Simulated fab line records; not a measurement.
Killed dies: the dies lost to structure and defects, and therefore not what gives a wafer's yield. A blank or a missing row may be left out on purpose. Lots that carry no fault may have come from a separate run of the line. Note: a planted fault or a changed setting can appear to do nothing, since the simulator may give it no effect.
Which tool was responsible? ; flow nandHarc ; 18 wafers from 6 lots sampled at 2 of the route's 1302 steps

## WHAT THE GAUGES SHOWED, per wafer
NHARC_HYBRID_BOND_OVL_MEAS_05.
lot;measured;on;overlayXNm (nm)
L890;day 24 00:12;overlay-01;2 -15 -23
L893;day 24 23:01;overlay-01;57 -20 -72
L895;day 25 16:16;overlay-01;-33 -63 -65
L898;day 27 06:49;overlay-02;21 3 43
L903;day 29 03:33;overlay-02;17 2 -45
L909;day 31 16:04;overlay-02;-19 -9 -73

## WHICH TOOL RAN EACH LOT (tool, then ch and the chambers of the sampled wafers, then the start)
lot;NHARC_A_SLIT_DEP_25
L890;pecvd-03 ch 0,1, day 19 21:05
L893;pecvd-03 ch 1,2, day 21 01:51
L895;pecvd-01 ch 1,2, day 21 10:25
L898;pecvd-01 ch 0,1, day 23 07:14
L903;pecvd-04 ch 0,1,2, day 24 22:47
L909;pecvd-01 ch 0,1, day 27 09:12
- NHARC_A_SLIT_DEP_25: deposits SiO2, target thk 200 nm.

## THE ANSWER, worked out from the rows above alone
Rule: usual is defined by the lots themselves. Put in order of their means at a reading, lots are off if they are a third of the lots or fewer, leave a main group of 4 or more, and stand apart from it by a gap of 3 or more times the standard deviation of the main group's means; of several such gaps the widest counts. The tables above print the reading to a certain number of digits; a main group whose means all agree to those digits is not used. Also off: a lot with no number at a reading for which 4 or more lots have one. Where the step has rows for the other lots, those lots are counted as sound.
Across all readings shown, no lot is off: no conclusion can be drawn from this.

## WHAT WAS PUT IN BY THE SIMULATOR
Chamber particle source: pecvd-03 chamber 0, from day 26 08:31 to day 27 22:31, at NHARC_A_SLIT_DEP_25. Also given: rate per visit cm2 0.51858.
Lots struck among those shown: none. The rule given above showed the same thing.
